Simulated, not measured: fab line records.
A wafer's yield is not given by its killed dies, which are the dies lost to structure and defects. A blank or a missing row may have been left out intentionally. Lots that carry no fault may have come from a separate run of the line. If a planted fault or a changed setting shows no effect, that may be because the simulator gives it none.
Split-lot study    flow n5Finfet    21 wafers read across 7 lots, on a route 1938 steps long

## ON THE SPLIT
At N5_HKMG_FIN_ETCH_54 (etches SiARC in CF4, target depth 45.5 nm, time 75.8 s), the setting biasW was moved away from the recipe's 36 W on 5 of the 21 wafers read, by -11.9% to +7.2%. The other wafers ran this setting at the recipe's value.

Reading taken at the split's own step.

## THE READING
rfVppV, in V, at N5_HKMG_FIN_ETCH_54 (etches SiARC in CF4, target depth 45.5 nm, time 75.8 s). Fault-free wafers of this fab line usually give 184.5 V, standard deviation 1.1 V.

wafer   tool, chamber at the split  biasW as run, W  against the recipe  rfVppV, V  against lot-mates on the recipe
L074.1  rieDiel-01, 3               36               recipe              183.9      -
L074.3  rieDiel-01, 0               36               recipe              186.4      -
L074.5  rieDiel-01, 0               36               recipe              185.7      -
L076.2  rieDiel-05, 2               38.12            +5.9%               190.8      +5.9
L076.3  rieDiel-05, 0               36               recipe              185.8      -
L076.5  rieDiel-05, 3               36               recipe              184.0      -
L082.4  rieDiel-01, 3               31.73            -11.9%              170.5      -14.9
L082.5  rieDiel-01, 3               36               recipe              186.1      -
L082.6  rieDiel-01, 0               36               recipe              184.7      -
L083.1  rieDiel-06, 3               38.6             +7.2%               193.6      +10.7
L083.3  rieDiel-06, 0               36               recipe              182.9      -
L083.5  rieDiel-06, 1               38.6             +7.2%               189.9      +7.0
L084.2  rieDiel-05, 3               36               recipe              185.9      -
L084.3  rieDiel-05, 1               36               recipe              183.2      -
L084.4  rieDiel-05, 2               36               recipe              185.4      -
L088.1  rieDiel-05, 3               32.44            -9.9%               173.3      -10.9
L088.2  rieDiel-05, 1               36               recipe              183.8      -
L088.3  rieDiel-05, 2               36               recipe              184.6      -
L090.1  rieDiel-06, 1               36               recipe              182.8      -
L090.2  rieDiel-06, 2               36               recipe              186.7      -
L090.4  rieDiel-06, 1               36               recipe              184.3      -

THE FIT
A straight line over all 21 wafers: rfVppV changes by +1.11 V for each +1% of biasW; r = +0.97; the points scatter about the line by 1.3 V.
The same after taking each lot's own level away (the mean of its wafers on the recipe; 21 wafers): +1.18 V for each +1%; r = +0.97; scatter 1.2 V.
According to that fit, moving biasW by its largest amount changes the reading by 14 V.
The span of the lots' own levels, 182.90 to 185.40 V, comes to 2.3 times the standard deviation stated above.
The two slopes are in agreement: the lot-to-lot level therefore moves the slope only a little.
Check: for one of the wafers moved furthest among these (-11.9%), held out of the fit, the line's prediction against its lot-mates is -13.5 V. It came out at -14.9 V against them.
Tool readings at the split's step, against how far the setting was moved: rfVppV r = +0.97.

## ADDITIONAL SPLITS CARRIED BY THESE WAFERS
Note: prior to the reading, these wafers also went through further splits. Each is held against what the fit with the lots' levels taken away leaves over:
other split on the same wafers    wafers away from the commonest value  r with rfVppV (lot level and that fit taken away)
N5_SD_EPI_N_PEB_07 pebTimeS       9                                     -0.15
N5_SD_EPI_N_ETCH_16 targetDepthA  5                                     +0.02
N5_SD_EPI_N_EPI_21 timeS          4                                     -0.13
N5_ILD0_ALD_15 aldCycles          6                                     -0.29

## THE FILE'S OWN FIT
rfVppV changes by +1.18 V for each +1% of biasW, r = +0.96.
